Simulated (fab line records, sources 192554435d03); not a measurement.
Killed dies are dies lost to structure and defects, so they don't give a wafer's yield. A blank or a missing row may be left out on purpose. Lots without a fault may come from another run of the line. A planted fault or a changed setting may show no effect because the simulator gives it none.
Which tool did it? | flow n5_finfet | 8 lots, 24 wafers sampled, at 6 steps of a route of 1938

WHAT THE GAUGES READ, wafer by wafer
N5_MOL_CONTACT_COAG_INSPECT_42: inspects for defects (brightfield). Usual: raw_defect_count 195, standard deviation 51.
lot  | measured     | on                | raw_defect_count | flag
L473 | day 5 19:56  | defect_inspect-02 | 195 224 204      |
L474 | day 5 23:37  | defect_inspect-01 | 155 242 202      |
L479 | day 7 06:25  | defect_inspect-02 | 1796 345 221     | OFF
L484 | day 8 15:00  | defect_inspect-01 | 1580 198 142     | OFF
L485 | day 8 16:04  | defect_inspect-02 | 272 248 308      |
L487 | day 9 03:09  | defect_inspect-02 | 247 207 266      |
L491 | day 10 03:35 | defect_inspect-01 | 113 190 155      |
L494 | day 10 19:10 | defect_inspect-02 | 199 174 181      |

N5_BEOL_M4_RC_MEAS_101. Usual: DIBL_N 35.9 mV/V, standard deviation 1.3; DIBL_P 35.9 mV/V, standard deviation 1.5; IOFF_N 0.152 nA/um, standard deviation 0.023; IOFF_P 0.204 nA/um, standard deviation 0.027; ION_N 673 uA/um, standard deviation 9.2; ION_P 462 uA/um, standard deviation 6.7; SS_N 71.4 mV/dec, standard deviation 0.48; SS_P 73.2 mV/dec, standard deviation 0.55; VT_N 250.3 mV, standard deviation 2.6; VT_P -250.6 mV, standard deviation 3.
lot  | measured     | on        | DIBL_N (mV/V)  | DIBL_P (mV/V)  | IOFF_N (nA/um)    | IOFF_P (nA/um)    | ION_N (uA/um) | ION_P (uA/um) | SS_N (mV/dec)  | SS_P (mV/dec)  | VT_N (mV)         | VT_P (mV)            | flag
L473 | day 8 20:23  | prober-02 | 33.8 33.5 33.9 | 34.7 34.5 35.1 | 0.143 0.133 0.139 | 0.199 0.186 0.199 | 667 672 663   | 461 464 464   | 71.0 71.5 70.9 | 72.4 72.5 72.8 | 250.9 250.1 250.9 | -250.0 -250.8 -250.2 |
L474 | day 9 18:23  | prober-02 | 36.5 35.0 36.1 | 37.3 36.3 37.1 | 0.167 0.150 0.163 | 0.198 0.182 0.197 | 677 679 680   | 461 452 462   | 70.8 71.0 71.5 | 74.3 73.0 73.2 | 249.8 252.0 248.3 | -253.7 -254.3 -251.2 |
L479 | day 10 22:23 | prober-01 | 36.2 37.4 36.8 | 35.5 37.4 36.7 | 0.162 0.183 0.175 | 0.209 0.233 0.224 | 687 680 690   | 467 468 469   | 71.6 71.8 70.5 | 73.1 74.2 73.0 | 246.1 245.8 247.4 | -248.9 -249.6 -248.3 |
L484 | day 12 10:53 | prober-02 | 36.3 36.9 38.0 | 33.9 34.5 36.4 | 0.147 0.148 0.184 | 0.227 0.227 0.275 | 669 678 692   | 472 467 477   | 71.5 71.1 71.6 | 72.4 73.4 73.6 | 248.6 251.3 247.6 | -244.2 -247.5 -243.5 |
L485 | day 12 07:56 | prober-01 | 33.9 34.1 33.2 | 35.3 36.2 34.6 | 0.152 0.156 0.136 | 0.208 0.231 0.201 | 688 682 681   | 474 474 471   | 71.3 71.0 70.4 | 72.8 73.3 72.7 | 248.7 250.0 250.0 | -248.8 -245.6 -249.4 |
L487 | day 12 12:38 | prober-02 | 33.7 37.4 35.2 | 32.6 37.8 34.0 | 0.112 0.179 0.140 | 0.168 0.235 0.181 | 658 677 664   | 463 469 458   | 71.3 71.4 71.7 | 72.2 74.2 72.9 | 254.1 249.8 250.1 | -251.2 -248.6 -250.5 |
L491 | day 13 17:28 | prober-02 | 36.1 36.2 35.4 | 36.0 36.6 35.8 | 0.162 0.164 0.149 | 0.183 0.187 0.176 | 675 668 669   | 454 455 452   | 71.9 72.0 71.4 | 73.0 73.8 73.1 | 250.0 248.5 250.2 | -253.1 -255.2 -256.0 |
L494 | day 14 22:47 | prober-02 | 35.3 35.2 35.9 | 34.3 34.4 35.3 | 0.134 0.130 0.146 | 0.219 0.216 0.240 | 657 667 678   | 466 471 477   | 71.6 71.4 71.1 | 73.2 72.1 73.7 | 252.8 249.9 251.0 | -247.0 -247.9 -244.7 |

WHICH TOOL RAN EACH LOT (tool, then ch and the chambers of the sampled wafers, then the start)
lot  | N5_MOL_CONTACT_COAG_PRECLEAN_144    | N5_MOL_CONTACT_COAG_DESCUM_45      | N5_MOL_CONTACT_COAG_ETCH_66        | N5_MOL_CONTACT_COAG_ETCH_67
L473 | wet_bench-05 ch 2,4,7, day 5 19:20  | rie_diel-05 ch 0,1,3, day 5 19:58  | rie_diel-05 ch 0,1,3, day 5 20:01  | rie_diel-04 ch 0,1,2, day 5 20:19
L474 | wet_bench-01 ch 5,6,7, day 5 23:01  | rie_diel-05 ch 0,3, day 5 23:38    | rie_diel-05 ch 0,3, day 5 23:42    | rie_diel-04 ch 0,3, day 5 23:59
L479 | wet_bench-06 ch 5,6,7, day 7 05:50  | rie_diel-05 ch 0,2,3, day 7 06:27  | rie_diel-05 ch 0,2,3, day 7 06:30  | rie_diel-02 ch 1,3, day 7 06:54
L484 | wet_bench-06 ch 1,6,7, day 8 14:32  | rie_diel-02 ch 0,1,2, day 8 15:05  | rie_diel-02 ch 0,1,2, day 8 15:08  | rie_diel-04 ch 1,2, day 8 15:26
L485 | wet_bench-05 ch 2,3,7, day 8 15:29  | rie_diel-05 ch 1,3, day 8 16:16    | rie_diel-05 ch 1,3, day 8 16:19    | rie_diel-02 ch 0,2,3, day 8 16:44
L487 | wet_bench-01 ch 3,4,5, day 9 02:34  | rie_diel-02 ch 1,3, day 9 03:11    | rie_diel-02 ch 1,3, day 9 03:14    | rie_diel-02 ch 0,1,3, day 9 03:32
L491 | wet_bench-05 ch 1,3,6, day 10 02:59 | rie_diel-04 ch 0,1,2, day 10 03:37 | rie_diel-04 ch 0,1,2, day 10 03:40 | rie_diel-02 ch 1,2,3, day 10 03:59
L494 | wet_bench-01 ch 2,5,7, day 10 18:41 | rie_diel-04 ch 0,1, day 10 19:11   | rie_diel-04 ch 0,1, day 10 19:15   | rie_diel-04 ch 0,1, day 10 19:32
- N5_MOL_CONTACT_COAG_PRECLEAN_144: cleans in alkaline clean, time 60 s.
- N5_MOL_CONTACT_COAG_DESCUM_45: chemistry O2, time 7 s.
- N5_MOL_CONTACT_COAG_ETCH_66: etches SiARC in CF4, target depth 13 nm, time 21.7 s.
- N5_MOL_CONTACT_COAG_ETCH_67: etches SOC in N2/H2, target depth 60 nm, overetch 21 nm, time 101.2 s.

WHAT THE TOOLS THEMSELVES READ (means of the sampled wafers that have a number; where no wafer has one, the mark that the record gives instead)
N5_MOL_CONTACT_COAG_DESCUM_45. Usual: drypump_motor_current_A 5.9 A, standard deviation 0.38; oes_product_au 0.78 a.u., standard deviation 0.074; rf_vpp_V 243.5 V, standard deviation 1.8; showerhead_plenum_p_Torr 2.12 Torr, standard deviation 0.1; throttle_valve_pct 20.35 %, standard deviation 0.16.
lot  | tool        | drypump_motor_current_A (A) | oes_product_au (a.u.) | rf_vpp_V (V) | showerhead_plenum_p_Torr (Torr) | throttle_valve_pct (%) | flag
L473 | rie_diel-05 | 5.8                         | 0.76                  | 242.8        | 2.09                            | 20.43                  |
L474 | rie_diel-05 | 5.8                         | 0.75                  | 243.9        | 2.17                            | 20.35                  |
L479 | rie_diel-05 | 5.9                         | 0.80                  | 243.3        | 2.19                            | 20.38                  |
L484 | rie_diel-02 | 5.7                         | 0.78                  | 244.0        | 2.16                            | 20.34                  |
L485 | rie_diel-05 | 5.7                         | 0.74                  | 242.1        | 2.00                            | 20.56                  |
L487 | rie_diel-02 | 5.6                         | 0.79                  | 244.8        | 2.19                            | 20.30                  |
L491 | rie_diel-04 | 6.2                         | 0.81                  | 243.3        | 2.07                            | 20.34                  |
L494 | rie_diel-04 | 6.3                         | 0.82                  | 244.0        | 2.14                            | 20.25                  |

N5_MOL_CONTACT_COAG_ETCH_66. Usual: drypump_motor_current_A 5.9 A, standard deviation 0.39; etch_rf_on_time_s 21.68 s, standard deviation 0.26; oes_product_au 0.67 a.u., standard deviation 0.062; rf_vpp_V 184.4 V, standard deviation 1.4; showerhead_plenum_p_Torr 2.17 Torr, standard deviation 0.096; throttle_valve_pct 15.55 %, standard deviation 0.18.
lot  | tool        | drypump_motor_current_A (A) | etch_rf_on_time_s (s) | oes_product_au (a.u.) | rf_vpp_V (V) | showerhead_plenum_p_Torr (Torr) | throttle_valve_pct (%) | flag
L473 | rie_diel-05 | 5.7                         | 21.53                 | 0.65                  | 183.8        | 2.14                            | 15.64                  |
L474 | rie_diel-05 | 5.8                         | 21.52                 | 0.65                  | 185.3        | 2.21                            | 15.53                  |
L479 | rie_diel-05 | 5.9                         | 21.80                 | 0.69                  | 185.3        | 2.23                            | 15.56                  |
L484 | rie_diel-02 | 5.7                         | 21.70                 | 0.66                  | 185.1        | 2.21                            | 15.55                  |
L485 | rie_diel-05 | 5.7                         | 21.91                 | 0.63                  | 183.0        | 2.06                            | 15.79                  |
L487 | rie_diel-02 | 5.6                         | 21.86                 | 0.67                  | 186.4        | 2.24                            | 15.54                  |
L491 | rie_diel-04 | 6.2                         | 21.67                 | 0.69                  | 183.2        | 2.13                            | 15.57                  |
L494 | rie_diel-04 | 6.3                         | 21.68                 | 0.69                  | 184.0        | 2.18                            | 15.45                  |

N5_MOL_CONTACT_COAG_ETCH_67. Usual: drypump_motor_current_A 6.0 A, standard deviation 0.34; oes_product_au 0.67 a.u., standard deviation 0.065; rf_vpp_V 524 V, standard deviation 3.4; showerhead_plenum_p_Torr 2.56 Torr, standard deviation 0.12; throttle_valve_pct 17.75 %, standard deviation 0.17.
lot  | tool        | drypump_motor_current_A (A) | oes_product_au (a.u.) | rf_vpp_V (V) | showerhead_plenum_p_Torr (Torr) | throttle_valve_pct (%) | flag
L473 | rie_diel-04 | 6.2                         | 0.71                  | 523          | 2.54                            | 17.69                  |
L474 | rie_diel-04 | 6.3                         | 0.72                  | 526          | 2.64                            | 17.59                  |
L479 | rie_diel-02 | 5.6                         | 0.67                  | 527          | 2.67                            | 17.68                  |
L484 | rie_diel-04 | 6.1                         | 0.68                  | 521          | 2.46                            | 17.87                  |
L485 | rie_diel-02 | 5.9                         | 0.63                  | 526          | 2.62                            | 17.81                  |
L487 | rie_diel-02 | 5.6                         | 0.66                  | 528          | 2.67                            | 17.67                  |
L491 | rie_diel-02 | 5.9                         | 0.70                  | 525          | 2.60                            | 17.72                  |
L494 | rie_diel-04 | 6.3                         | 0.67                  | 526          | 2.59                            | 17.64                  |

THE ANSWER, worked out from the rows above alone
Rule: a lot is off if the mean of its wafers that have a number lies more than 3 standard deviations from the usual mean. A lot without any number at a reading at which 4 lots or more have one is off too. The other lots that the step has rows for count as sound. The gauges are gone through in route order, then the tools' own readings, and for those a lot's mean is taken as printed above. The first step at which some lot is off is used, and at that step the reading that is off furthest; a lot without a number counts as furthest.
Off: L479, L484, at N5_MOL_CONTACT_COAG_INSPECT_42 (raw_defect_count).
A tool fits if, at a process step before that reading, it ran every lot that is off, and no sound lot after the first of them. The gauges at N5_MOL_CONTACT_COAG_INSPECT_42 are tried like those tools. One fits: wet_bench-06 at N5_MOL_CONTACT_COAG_PRECLEAN_144. It ran no sound lot before its first lot that is off in this sample, so the start can't be narrowed down.

WHAT THE SIMULATOR HAD PUT IN
Chamber particle source: wet_bench-06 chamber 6, from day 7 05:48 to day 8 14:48, at N5_MOL_CONTACT_COAG_PRECLEAN_144. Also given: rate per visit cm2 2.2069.
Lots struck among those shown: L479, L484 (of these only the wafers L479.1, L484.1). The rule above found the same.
